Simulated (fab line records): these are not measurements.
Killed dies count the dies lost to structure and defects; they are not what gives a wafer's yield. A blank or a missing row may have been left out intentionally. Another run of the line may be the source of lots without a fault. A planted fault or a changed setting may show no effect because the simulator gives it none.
What tool caused it? ; flow nand_harc ; 15 lots with 43 wafers sampled at 4 steps, on a route of 1159 steps

== WHAT THE GAUGES READ, wafer by wafer ==
NHARC_A_ONON_D1_THK_MEAS_27: measures by ellipsometry.
lot;measured;on;thk_nm (nm)
L791;day 8 01:49;film_metro-02;1004 1002 1004
L792;day 8 01:47;film_metro-02;990 989 988
L794;day 8 18:50;film_metro-01;993 996 996
L796;day 9 09:14;film_metro-02;989 990 989
L797;day 9 09:35;film_metro-02;1008 1010
L798;day 9 19:04;film_metro-02;1001 999
L806;day 12 01:00;film_metro-01;976 975 974
L805;day 12 01:02;film_metro-02;985 987 988
L807;day 12 11:27;film_metro-01;999 998 1000
L810;day 12 11:28;film_metro-02;993 992 992
L809;day 12 11:49;film_metro-02;998 997 996
L812;day 13 00:55;film_metro-02;990 992 991
L811;day 13 00:56;film_metro-02;1002 1004 1005
L813;day 13 09:32;film_metro-01;1006 1006 1006
L814;day 13 20:20;film_metro-02;998 999 998

NHARC_A_ONON_D1_THK_MEAS_30: measures by ellipsometry.
lot;measured;on;thk_nm (nm)
L791;day 8 02:23;film_metro-02;1018 1017 1018
L792;day 8 02:22;film_metro-01;994 994 995
L794;day 8 19:23;film_metro-02;1003 1000 1003
L796;day 9 09:56;film_metro-02;694 693 1005
L797;day 9 10:17;film_metro-01;1000 689
L798;day 9 19:38;film_metro-02;993 680
L806;day 12 01:42;film_metro-02;997 995 995
L805;day 12 01:44;film_metro-01;989 987 987
L807;day 12 12:10;film_metro-02;988 990 990
L810;day 12 12:19;film_metro-02;1000 999 998
L809;day 12 12:31;film_metro-02;991 993 992
L812;day 13 01:29;film_metro-02;999 996 997
L811;day 13 01:31;film_metro-01;987 988 989
L813;day 13 10:06;film_metro-01;996 996 996
L814;day 13 20:54;film_metro-02;997 998 997

== EACH LOT AND THE TOOL THAT RAN IT (in order: tool; ch and the chambers of the sampled wafers; start) ==
lot;NHARC_P_BONDPAD_PVD_27;NHARC_A_ONON_D1_DEP_28
L791;pvd_sputter-01, day 8 01:49 or earlier;pecvd_onon-01 ch 0, day 8 01:55
L792;pvd_sputter-03, day 8 01:47 or earlier;pecvd_onon-04 ch 0, day 8 01:58
L794;pvd_sputter-02, day 8 18:50 or earlier;pecvd_onon-01 ch 0, day 8 18:53
L796;pvd_sputter-01, day 9 09:14 or earlier;pecvd_onon-04 ch 0, day 9 09:29
L797;pvd_sputter-02, day 9 09:35 or earlier;pecvd_onon-04 ch 0, day 9 09:57
L798;pvd_sputter-01, day 9 19:04 or earlier;pecvd_onon-04 ch 0, day 9 19:18
L806;pvd_sputter-01, day 12 01:00 or earlier;pecvd_onon-01 ch 0, day 12 01:19
L805;pvd_sputter-02, day 12 01:02 or earlier;pecvd_onon-04 ch 0, day 12 01:13
L807;pvd_sputter-01, day 12 11:27 or earlier;pecvd_onon-01 ch 0, day 12 11:43
L810;pvd_sputter-01, day 12 11:28 or earlier;pecvd_onon-04 ch 0, day 12 11:49
L809;pvd_sputter-02, day 12 11:49 or earlier;pecvd_onon-01 ch 0, day 12 12:00
L812;pvd_sputter-01, day 13 00:55 or earlier;pecvd_onon-04 ch 0, day 13 01:02
L811;pvd_sputter-01, day 13 00:56 or earlier;pecvd_onon-03 ch 0, day 13 00:59
L813;pvd_sputter-01, day 13 09:32 or earlier;pecvd_onon-01 ch 0, day 13 09:39
L814;pvd_sputter-03, day 13 20:20 or earlier;pecvd_onon-04 ch 0, day 13 20:23
- NHARC_P_BONDPAD_PVD_27: deposits Cu, target thk 30 nm, time 20.49 s.
- NHARC_A_ONON_D1_DEP_28: target thk 1000 nm.

== AS READ BY THE TOOLS THEMSELVES (means over the sampled wafers that have a number; for cases with no such wafer, the mark the record gives instead) ==
NHARC_P_BONDPAD_PVD_27.
lot;tool;throttle_valve_pct (%)
L791;pvd_sputter-01;30.1
L792;pvd_sputter-03;29.5
L794;pvd_sputter-02;29.3
L796;pvd_sputter-01;29.7
L797;pvd_sputter-02;29.4
L798;pvd_sputter-01;29.4
L806;pvd_sputter-01;29.2
L805;pvd_sputter-02;28.8
L807;pvd_sputter-01;29.7
L810;pvd_sputter-01;29.3
L809;pvd_sputter-02;29.3
L812;pvd_sputter-01;30.0
L811;pvd_sputter-01;29.6
L813;pvd_sputter-01;29.3
L814;pvd_sputter-03;29.6

== THE ANSWER, worked out from the rows above alone ==
Rule: the lots themselves supply what counts as usual. Put in order of their means at a reading, lots are off if they are a third of the lots or fewer, leave a main group of 4 or more, and stand apart from it by a gap of 3 or more times the standard deviation of the main group's means; of several such gaps the widest counts. A main group is skipped when, at the precision printed for the reading in the tables above, its means are all equal. A lot without any number at a reading at which 4 lots or more have one is off too. The other lots that the step has rows for count as sound. After the gauges, taken in route order, come the tools' own readings; for these a lot's mean is taken, as printed above. At the first step where some lot is off, the reading lying furthest off is the one used; lots without a number count as furthest.
Off: L796, L797, L798 (NHARC_A_ONON_D1_THK_MEAS_30, thk_nm). For the main group the mean is 996 nm and the standard deviation 7.7.
A tool fits if, at a process step before that reading, it ran every lot that is off, and no sound lot after the first of them. The gauges at NHARC_A_ONON_D1_THK_MEAS_30 are tried like those tools. NHARC_P_BONDPAD_PVD_27 gives no start for some lots, so the hours and the order of its lots are those of NHARC_A_ONON_D1_THK_MEAS_27. No candidate that was tried fits.

== WHAT THE SIMULATOR HAD INSERTED ==
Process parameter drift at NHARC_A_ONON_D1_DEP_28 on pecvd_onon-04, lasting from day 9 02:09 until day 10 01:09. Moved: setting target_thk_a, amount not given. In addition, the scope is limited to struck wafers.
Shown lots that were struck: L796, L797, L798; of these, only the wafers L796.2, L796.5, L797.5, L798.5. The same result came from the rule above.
